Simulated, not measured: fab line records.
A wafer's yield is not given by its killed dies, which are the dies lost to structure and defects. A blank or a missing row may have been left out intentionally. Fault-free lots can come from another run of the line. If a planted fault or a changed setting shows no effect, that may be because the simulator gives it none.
Comparing a struck lot with a sound one	flow n5 finfet	17 out of 1938 route steps
Sound: these wafers, L999.2, L999.4, L999.5. Struck: wafer L992.5. (L992.6 of the same lot was not struck and is left out.) The cause comes at the end.
Each step with rows lists, per side, the tool, then ch with its chambers, then its first start. Under that, the readings that differ: sound wafers	struck wafers	difference of the means	sigmas: that difference in standard deviations of wafers without a fault.
alike: same words and numbers on both sides, and readings whose means sit less than 2 such deviations apart. not compared: any withheld reading, any reading some wafer has no value for, any bound like >300 that may hide the same value, and any number with overlapping values for which the record gives no deviation.
A row with sigmas, a row that says differs or no value, or rows on one side alone: a step with any of these is where the two part. Numbers that have no deviation but don't overlap get no sigmas and don't part them. Lack of a reading on every wafer of one side parts them only where that side has two or more wafers.

first, 4 steps without rows for these wafers: N5_BEOL_M7_HM_STRIP_39 (strips TiN in peroxide tin strip, target depth 25 nm, time 158 s); N5_BEOL_M7_SRD_40 (time 30 s); N5_BEOL_M7_PRECLEAN_42 (cleans in residue remover, time 60 s); N5_BEOL_M7_SRD_43 (time 30 s).
N5_BEOL_M7_CD_MEAS_35 targets a cd of 40 nm.
  sound on cd sem-01, day 16 00:40; struck on cd sem-03, day 13 05:39
  alike: cd nm
N5_BEOL_M7_CURE_75: cures SiCOH lowk, time 120 s.
  sound on uv cure-03 ch 2, day 16 00:47; struck on uv cure-03 ch 1, day 13 06:08
  alike: lamp power pct, wafer_temp_C_max
then, 1 step without rows for these wafers: N5_BEOL_M7_DEGAS_44 (time 60 s).
N5_BEOL_M7_PRE_CLEAN_45: time 30 s.
  sound on pvd sputter-01, day 16 03:00; struck on pvd sputter-02, day 13 09:11
  alike: heater power w, susceptor temp C
N5_BEOL_M7_ALD_77: deposits TaN, target thk 2 nm, pulse time 2 s, purge time 3 s.
  sound on ald metal-02 ch 0,1, day 16 03:04; struck on ald metal-02 ch 2, day 13 09:22
reading	sound	struck	difference	sigmas
heater power w (W)	519 419 501	370	-110	-2
  alike: susceptor temp C
then, 2 steps without rows for these wafers: N5_BEOL_M7_SURFACE_TREAT_79; N5_BEOL_M7_CVD_78 (deposits Co from CCTBA/H2, target thk 2 nm, time 142.3 s).
N5_BEOL_M7_SPUTTER_48: material Cu, target thk 10 nm, time 1.667 s.
  sound on pvd sputter-03, day 16 03:43; struck on pvd sputter-03, day 13 10:01
reading	sound	struck	difference	sigmas
throttle valve pct (%)	29.4 30.2 29.7	32.7	+2.9	+2
  alike: cathode dc power W, chuck gas flow sccm, substrate temp c, susceptor temp C
N5_BEOL_M7_ECD_50: material Cu, target thk 300 nm.
  sound on ecd cu-02 ch 0,1, day 16 03:50; struck on ecd cu-02 ch 1, day 13 10:08
reading	sound	struck	difference	sigmas
model.Cu_of_BEOL_M7_ECD_50.thk nm (nm)	301.8 301.6 303	144.6	-157.5	
N5_BEOL_M7_ANNEAL_51: time 90 s.
  sound on rtp anneal-02 ch 0, day 16 03:58; struck on rtp anneal-01 ch 0, day 13 10:34
  alike: anneal temp c, wafer_temp_C_max
N5_BEOL_M7_CMP_52: polishes, stops on SiCOH lowk, t overpolish 6.9 s, target thk 80 nm.
  sound on cmp-03 ch 1,2,3, day 16 04:15; struck on cmp-03 ch 3, day 13 10:50
reading	sound	struck	difference	sigmas
time to endpoint s (s)	63 63 62	31	-32	-11
  alike: clearing platen rpm, motor current A
N5_BEOL_M7_THK_MEAS_53: measures by xrf.
  sound on film metro-02, day 16 04:31; struck on film metro-02, day 13 10:59
  alike: M7_THK
following that, these wafers have no rows for 1 step: N5_PASSIVATION_PROBE_49.

WHERE THEY PART
At N5_BEOL_M7_ALD_77 first; at N5_BEOL_M7_CMP_52 last (within this record only). Later steps at which nothing parts them and some readings are alike: N5_BEOL_M7_THK_MEAS_53.

WHY: what the simulator had put in
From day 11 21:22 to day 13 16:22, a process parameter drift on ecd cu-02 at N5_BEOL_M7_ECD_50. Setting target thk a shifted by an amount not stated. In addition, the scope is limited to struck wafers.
